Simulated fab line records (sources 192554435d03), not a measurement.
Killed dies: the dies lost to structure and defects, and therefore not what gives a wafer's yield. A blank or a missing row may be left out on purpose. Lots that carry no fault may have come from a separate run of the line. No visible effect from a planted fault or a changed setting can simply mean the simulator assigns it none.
fab line records	flow n5Finfet
[record] lots = 9	wafers = 27	lastDay = 17
route steps=1938 shown SD_ACTIVATION@331 ILD0@338 SDB@347 BEOL_M4@1111
lots with no fault: from the same line, run without faults
startH: the number of hours between the record's first day and the start of the first shown wafer of the lot	waitH: hours from the lot's prior step to this one	" the same as in the row above	L1.1+2: one row covering several wafers at once	- no value present, or no start provided	* or withheld: withheld	< > ~ a bound
route shown NAME@n: a module of which the file shows steps, and the number in the route of the first	usual: average and standard deviation across the fault-free wafers	same: alike in all rows	chamber/n: place in a boat	sites: readings site by site	_std_site: their standard deviation	_edge_site: the outer-site mean with the inner-site mean subtracted	radiusMm: how far each site lies from the wafer's centre	mask NAME#n: copy n	behind: the tool/chamber that last shaped the wafer	hold: reason for holding the lot/hours on hold/outcome of the hold	device: the transistor (n, p or np) that didn't switch	end of line: the tests these same wafers got at the end of their route	step lacking rows: just its recipe	killed: the dies lost at the first sort to structure and to defects; this is not the yield of the wafer	map: a wafer's dies, x killed, . not, _ none there
set.NAME: the setting as run; set.NAME@STEP: as run at that earlier step	model.NAME: the simulator's own value behind a step, which no gauge read
route steps across a sampled set of lots; one table per step, one row per wafer
services: from which hour (startH, from the record's first day; less than 0 if before it) a tool's chamber was out of use, for how many hours, and why
[[steps]]
[step N5_SD_ACTIVATION_LSA_01]
[recipe] tempC = 1080	timeS = 0.0008	ambient = N2
[usual] timeS = 0.0008/0	wafer_temp_C_max = 1085.7/1.1
lot.wafer	tool	chamber	startH	waitH	timeS	wafer_temp_C_max
L262.1	laserAnneal-01	0	82.37	0.2	0.0008	1086.4
L262.2	"	0	"	"	0.0008	1086.3
L262.3	"	0	"	"	0.0008	1086.2
L268.1	laserAnneal-01	-	120.99	0.3	-	-
L268.3	"	-	"	"	-	-
L268.5	"	-	"	"	-	-
L269.2	laserAnneal-02	-	130.88	0.3	-	-
L269.4	"	-	"	"	-	-
L269.5	"	-	"	"	-	-
L270.2	laserAnneal-01	-	137.84	0.2	-	-
L270.4	"	-	"	"	-	-
L270.6	"	-	"	"	-	-
L272.3	laserAnneal-02	0	144.99	0.2	0.0008	1085.7
L272.4	"	0	"	"	0.0008	1085.4
L272.5	"	0	"	"	0.0008	1085.4
L275.1	laserAnneal-01	0	168.35	0.2	0.0008	1085.3
L275.2	"	0	"	"	0.0008	1084.8
L275.5	"	0	"	"	0.0008	1085.1
L276.1	laserAnneal-02	0	169.88	0.2	0.0008	1085.0
L276.4	"	0	"	"	0.0008	1084.0
L276.5	"	0	"	"	0.0008	1083.6
L278.2	laserAnneal-02	0	183.79	0.2	0.0008	1085.9
L278.3	"	0	"	"	0.0008	1084.7
L278.5	"	0	"	"	0.0008	1085.8
L281.1	laserAnneal-01	0	202.11	0.2	0.0008	1086.9
L281.2	"	0	"	"	0.0008	1086.0
L281.4	"	0	"	"	0.0008	1085.8
[step N5_SD_ACTIVATION_RS_MEAS_03]
[recipe] thkMeasGauge = four-point-probe
[usual] RS_SD_N = 22.0/0.31	RS_SD_P = 56.5/0.82
lot.wafer	tool	chamber	startH	waitH	RS_SD_N[ohm/sq]	RS_SD_P[ohm/sq]
L262.1	filmMetro-01	-	82.57	0.2	22.3	56.0
L262.2	"	-	"	"	21.7	55.9
L262.3	"	-	"	"	21.7	55.7
L268.1	filmMetro-02	-	121.19	0.2	29.8	58.7
L268.3	"	-	"	"	30.9	60.0
L268.5	"	-	"	"	30.1	60.4
L269.2	filmMetro-02	-	131.07	0.2	29.4	58.6
L269.4	"	-	"	"	29.9	58.8
L269.5	"	-	"	"	29.7	57.8
L270.2	filmMetro-02	-	138.03	0.2	29.7	57.4
L270.4	"	-	"	"	29.7	57.7
L270.6	"	-	"	"	29.8	56.7
L272.3	filmMetro-01	-	145.17	0.2	22.5	57.6
L272.4	"	-	"	"	22.1	58.0
L272.5	"	-	"	"	22.0	57.5
L275.1	filmMetro-02	-	168.55	0.2	22.5	57.4
L275.2	"	-	"	"	22.3	58.1
L275.5	"	-	"	"	22.1	57.3
L276.1	filmMetro-02	-	170.09	0.2	21.7	56.9
L276.4	"	-	"	"	21.9	56.6
L276.5	"	-	"	"	22.1	56.9
L278.2	filmMetro-01	-	183.99	0.2	22.4	56.0
L278.3	"	-	"	"	21.9	56.1
L278.5	"	-	"	"	21.8	56.2
L281.1	filmMetro-01	-	202.31	0.2	22.1	56.5
L281.2	"	-	"	"	21.7	56.3
L281.4	"	-	"	"	22.2	56.0
[step N5_ILD0_CMP_03]
[recipe] stopOn = SiNx	tOverpolishS = 1.9	postCmpClean = alkalineBrush	downForcePsi = 4.1491	platenRpm = 51.796	padVelocityMS = 1.0306	targetThkNm = 197.38
[usual] motorCurrentA = 12.5/1.4	overpolishRunS = 1.901/0.0089	padLifeWafers = 1214/430	timeToEndpointS = 68.0/2.7
lot.wafer	tool	chamber	startH	waitH	motorCurrentA	overpolishRunS	padLifeWafers	timeToEndpointS
L262.1	cmp-04	2	85.70	0.1	11.3	1.905	1153	62.3
L262.3	"	3	"	"	12.1	1.888	1154	65.3
L262.2	"	0	"	"	11.3	1.897	1155	65.6
L268.1	cmp-04	2	123.99	0.1	11.2	1.895	1460	63.9
L268.3	"	3	"	"	12.0	1.902	1461	67.2
L268.5	"	1	"	"	14.5	1.904	-	67.7
L269.2	cmp-03	0	133.79	0.0	12.7	1.912	1188	68.1
L269.4	"	3	"	"	13.3	1.903	1191	66.7
L269.5	"	1	"	"	10.3	1.912	-	65.6
L270.2	cmp-01	0	140.75	0.0	13.5	1.885	852	68.7
L270.4	"	2	"	"	13.5	1.894	854	71.3
L270.6	"	0	"	"	14.0	1.879	-	69.8
L272.4	cmp-04	1	147.92	0.0	13.9	1.897	1668	69.7
L272.3	"	2	"	"	11.3	1.905	1669	67.3
L272.5	"	2	"	"	11.8	1.912	-	71.3
L275.2	cmp-04	1	172.40	0.3	14.7	1.909	1830	68.3
L275.1	"	0	"	"	11.5	1.899	1833	67.1
L275.5	"	1	"	"	14.4	1.911	-	65.6
L276.1	cmp-04	0	173.33	0.1	11.5	1.897	1843	68.9
L276.4	"	2	"	"	11.1	1.896	1845	66.6
L276.5	"	3	"	"	12.8	1.915	-	67.7
L278.2	cmp-01	3	186.87	0.0	13.0	1.906	1380	71.6
L278.3	"	2	"	"	14.2	1.905	1383	72.0
L278.5	"	3	"	"	12.7	1.903	-	71.3
L281.2	cmp-03	1	205.04	0.0	10.9	1.897	1566	69.1
L281.1	"	3	"	"	13.8	1.911	1568	69.9
L281.4	"	0	"	"	13.0	1.897	1569	69.5
[step N5_ILD0_ALD_15]
[recipe] material = SiNx	targetThkA = 240	tempC = 400	aldPrecursorFamily = SiH2I2	aldCoReactant = N2/H2-plasma	pulseTimeS = 1	aldCycles = 480	purgeTimeS = 2	coReactantPurgeTimeS = 2	pressureTorr = 2
[usual] heaterPowerW = 876/88	precursorPulseHeightRel = 0.999/0.02
lot.wafer	tool	chamber	startH	waitH	heaterPowerW	precursorPulseHeightRel
L262.1	aldSin-02	3	88.20	1.6	956	1.047
L262.2	"	1	"	"	847	1.005
L262.3	"	2	"	"	827	1.003
L268.1	aldSin-01	2	125.25	0.6	694	1.005
L268.3	"	1	"	"	863	0.992
L268.5	"	0	126.34	1.2	1048	1.016
L269.2	aldSin-01	3	135.13	0.5	791	0.976
L269.4	"	0	"	"	1044	1.019
L269.5	"	3	136.21	1.2	783	1.006
L270.2	aldSin-02	0	142.31	0.7	963	0.982
L270.4	"	1	"	"	861	0.948
L270.6	"	1	143.39	1.3	849	0.985
L272.3	aldSin-02	1	149.25	0.4	882	1.034
L272.4	"	2	"	"	830	1.025
L272.5	"	3	150.34	1.2	933	1.011
L275.1	aldSin-01	1	174.80	1.6	869	1.026
L275.2	"	3	"	"	791	1.018
L275.5	"	2	175.88	2.3	696	1.014
L276.1	aldSin-02	2	174.89	0.8	846	0.993
L276.4	"	1	"	"	881	0.977
L276.5	"	2	175.98	1.5	863	1.005
L278.2	aldSin-02	1	188.62	0.9	877	0.993
L278.3	"	3	"	"	944	1.024
L278.5	"	3	189.71	1.6	930	0.983
L281.1	aldSin-02	3	206.53	0.7	940	0.985
L281.2	"	0	"	"	937	0.990
L281.4	"	1	"	"	856	0.990
[step N5_SDB_HM_DEP_00]
[recipe] material = SiNx	targetThkA = 400	tempC = 400	precursor = SiH4/NH3/N2	pressureTorr = 1.5	rfW = 300	timeS = 35.3
[usual] heaterPowerW = 675/70	showerheadPlenumPTorr = 5.13/0.04	showerheadVppV = 1072/44	throttleValvePct = 39.7/1.6
lot.wafer	tool	chamber	startH	waitH	heaterPowerW	showerheadPlenumPTorr	showerheadVppV	throttleValvePct
L262.1	pecvd-01	2	90.76	0.0	554	5.19	1063	39.2
L262.2	"	0	"	"	651	5.16	1134	40.1
L262.3	"	1	"	"	623	5.14	1089	39.9
L268.1	pecvd-04	2	127.81	0.0	701	5.15	1075	42.7
L268.3	"	0	"	"	772	5.10	1023	38.6
L268.5	"	0	"	"	767	5.09	1026	39.2
L269.2	pecvd-03	2	137.68	0.0	850	5.06	958	38.0
L269.4	"	2	"	"	850	5.06	968	38.2
L269.5	"	0	"	"	781	5.13	1080	38.6
L270.2	pecvd-01	1	144.87	0.0	621	5.16	1082	40.2
L270.4	"	1	"	"	621	5.14	1108	40.0
L270.6	"	0	"	"	559	5.16	1105	39.9
L272.3	pecvd-01	2	151.81	0.0	625	5.19	1069	39.5
L272.4	"	2	"	"	625	5.20	1058	39.3
L272.5	"	1	"	"	630	5.12	1101	40.1
L275.1	pecvd-03	1	177.35	0.0	626	5.09	1091	38.4
L275.2	"	0	"	"	725	5.13	1086	38.8
L275.5	"	1	"	"	658	5.11	1109	38.4
L276.1	pecvd-01	1	177.54	0.0	550	5.12	1086	39.8
L276.4	"	1	"	"	564	5.16	1085	39.8
L276.5	"	2	"	"	594	5.19	1051	39.4
L278.2	pecvd-01	2	191.20	0.0	614	5.20	1056	39.5
L278.3	"	0	"	"	677	5.16	1134	39.9
L278.5	"	0	"	"	685	5.16	1135	40.2
L281.1	pecvd-03	2	209.08	0.0	792	5.06	986	38.1
L281.2	"	1	"	"	694	5.11	1103	38.5
L281.4	"	2	"	"	791	5.05	975	38.1
[step N5_BEOL_M4_RC_MEAS_101]
[usual] DIBL_N = 36.3/1.2	DIBL_P = 36.7/1.5	IOFF_N = 0.164/0.02	IOFF_P = 0.214/0.024	ION_N = 673/8.5	ION_P = 461/5.9	RC_DENSE_N = 19.1/0.35	RC_N = 15.57/0.27	REXT_N = 75.3/1.5	RS_SD_N = 28.5/0.36	SS_N = 71.6/0.44	SS_P = 73.3/0.55	VT_N = 249.4/2.4	VT_P = -250.0/2.3
lot.wafer	tool	chamber	startH	waitH	DIBL_N[mV/V]	DIBL_P[mV/V]	IOFF_N[nA/um]	IOFF_P[nA/um]	ION_N[uA/um]	ION_P[uA/um]	RC_DENSE_N[ohm.um]	RC_N[ohm.um]	REXT_N[ohm.um]	RS_SD_N[ohm/sq]	SS_N[mV/dec]	SS_P[mV/dec]	VT_N[mV]	VT_P[mV]
L262.1	prober-01	0	188.99	0.0	36.0	36.0	0.149	0.187	658	446	19.6	15.85	75.8	28.9	71.7	73.1	253.4	-250.9
L262.2	"	0	"	"	36.0	35.6	0.144	0.178	661	452	20.0	16.56	74.6	28.4	71.4	73.0	253.4	-251.6
L262.3	"	0	"	"	36.9	37.8	0.173	0.210	673	458	19.2	15.72	74.5	28.2	72.4	73.6	250.8	-251.3
L268.1	prober-01	0	230.53	0.0	34.6	35.4	0.147	0.204	665	468	25.5	20.77	89.6	36.9	71.3	73.2	250.6	-251.3
L268.3	"	0	"	"	35.0	36.3	0.161	0.213	662	463	25.4	20.76	90.5	37.5	71.3	73.4	247.7	-250.8
L268.5	"	0	"	"	35.7	37.1	0.170	0.224	661	458	25.5	20.94	90.4	37.5	71.7	73.9	247.9	-248.7
L269.2	prober-02	0	233.36	0.2	38.1	39.1	0.209	0.265	676	469	26.2	21.24	88.7	36.2	72.2	74.8	247.4	-248.7
L269.4	"	0	"	"	36.4	37.5	0.166	0.241	657	458	25.8	21.09	89.7	37.3	72.1	74.4	251.1	-247.9
L269.5	"	0	"	"	35.5	35.4	0.145	0.200	652	455	25.5	20.94	88.9	37.1	71.5	73.3	252.1	-251.4
L270.2	prober-02	0	247.90	0.2	37.5	36.5	0.159	0.199	658	455	25.0	20.54	90.6	37.1	71.3	73.4	249.2	-251.2
L270.4	"	0	"	"	35.8	34.9	0.143	0.182	648	450	25.3	20.70	91.8	36.6	71.4	73.3	251.2	-253.1
L270.6	"	0	"	"	36.9	35.4	0.155	0.201	648	450	26.0	21.09	91.4	36.5	71.9	73.1	250.5	-249.1
L272.3	prober-01	0	254.05	0.3	37.2	36.8	0.174	0.223	675	460	19.2	15.73	77.0	29.0	72.2	73.9	251.4	-249.7
L272.4	"	0	"	"	36.6	36.3	0.165	0.218	671	460	19.3	15.62	76.3	28.6	71.4	73.3	248.3	-249.7
L272.5	"	0	"	"	36.7	36.4	0.160	0.224	678	467	19.3	15.82	77.1	28.6	72.6	73.4	253.3	-249.6
L276.1	prober-01	0	280.96	0.0	33.7	35.5	0.131	0.181	664	458	19.0	15.37	75.6	28.3	71.2	72.7	252.4	-252.3
L276.4	"	0	"	"	32.4	33.5	0.114	0.160	662	455	18.9	15.58	75.0	28.3	71.1	72.2	254.5	-253.9
L276.5	"	0	"	"	34.8	36.5	0.151	0.200	660	454	18.4	15.04	74.3	28.7	70.9	73.3	249.7	-249.8
L275.1	prober-02	0	282.84	0.0	35.7	36.6	0.176	0.214	678	460	19.2	15.42	77.7	29.3	71.9	73.4	248.0	-253.1
L275.2	"	0	"	"	35.6	36.9	0.173	0.209	675	461	19.6	15.94	78.3	29.2	72.3	73.1	249.2	-250.9
L275.5	"	0	"	"	35.6	36.2	0.174	0.202	682	459	19.4	15.88	77.4	29.0	72.5	73.6	247.9	-251.1
L278.2	prober-02	0	286.32	0.2	38.6	37.3	0.201	0.240	679	465	19.0	15.45	74.2	28.4	71.2	73.5	245.6	-246.5
L278.3	"	0	"	"	36.9	36.2	0.162	0.213	664	454	19.1	15.53	75.8	28.8	70.9	73.0	249.2	-248.0
L278.5	"	0	"	"	39.0	37.4	0.196	0.229	666	460	19.2	15.66	75.2	28.6	71.8	73.7	246.6	-249.1
L281.1	prober-02	0	307.18	0.0	36.3	38.1	0.159	0.214	680	465	18.8	15.25	74.1	28.4	71.2	73.8	251.0	-251.5
L281.2	"	0	"	"	36.1	38.3	0.160	0.214	672	465	18.9	15.62	73.4	28.1	71.2	73.3	251.5	-250.7
L281.4	"	0	"	"	38.6	40.1	0.200	0.258	682	469	19.4	15.71	74.0	28.6	72.3	74.7	247.2	-249.7
[[services]]
tool	chamber	startH	hours	kind
aldSin-01	1	59.55	1.4	repair
cmp-01	-	66.24	3.9	pm
laserAnneal-01	-	75.51	4.5	pm
aldSin-02	2	79.01	4.0	repair
cmp-01	-	82.45	2.5	repair
cmp-03	-	85.83	1.8	repair
laserAnneal-02	-	109.27	9.0	pm
pecvd-04	-	112.14	0.4	repair
cmp-03	-	125.52	2.4	repair
pecvd-04	0	140.44	5.5	scheduledDown
pecvd-04	-	140.80	0.6	repair
laserAnneal-01	-	144.41	1.3	pm
laserAnneal-02	-	145.71	2.1	pm
aldSin-02	3	156.59	14.0	repair
pecvd-01	1	157.75	2.1	scheduledDown
aldSin-01	-	159.36	2.8	pm
aldSin-01	-	163.98	6.0	pm
cmp-04	-	166.09	6.3	pm
cmp-03	-	166.54	26.7	pm
pecvd-03	2	166.60	19.3	repair
pecvd-01	-	168.36	5.5	pm
pecvd-04	-	172.05	0.9	repair
cmp-04	-	174.50	1.8	repair
laserAnneal-01	-	188.85	9.7	repair
[[key]]
[firstSign] step = N5_SD_ACTIVATION_LSA_01	reading = toolRecord	direction = missing
[effect] step = N5_SD_ACTIVATION_RS_MEAS_03	reading = RS_SD_N	direction = up	sigmas = 26	usual = 22.0	struck = 29.9
[effect] step = N5_BEOL_M4_RC_MEAS_101	reading = RS_SD_N	direction = up	sigmas = 24	usual = 28.5	struck = 37.0
[effect] step = N5_BEOL_M4_RC_MEAS_101	reading = RC_N	direction = up	sigmas = 20	usual = 15.57	struck = 20.90
[effect] step = N5_BEOL_M4_RC_MEAS_101	reading = RC_DENSE_N	direction = up	sigmas = 18	usual = 19.1	struck = 25.6
[effect] step = N5_BEOL_M4_RC_MEAS_101	reading = REXT_N	direction = up	sigmas = 10	usual = 75.3	struck = 90.2
[effect] step = N5_BEOL_M4_RC_MEAS_101	reading = ION_N	direction = down	sigmas = 1.7	usual = 673	struck = 659
metAt N5_SD_ACTIVATION_LSA_01
struckLots L268,L269,L270
notActingAt N5_ILD0_CMP_03,N5_ILD0_ALD_15,N5_SDB_HM_DEP_00
onsetBetween 82.37 120.99
[fault] kind = skippedStepWhole	tool = laserAnneal-01,laserAnneal-02	chamber = -	onsetH = 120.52	steps = N5_SD_ACTIVATION_LSA_01	scope = struckLotsOnly
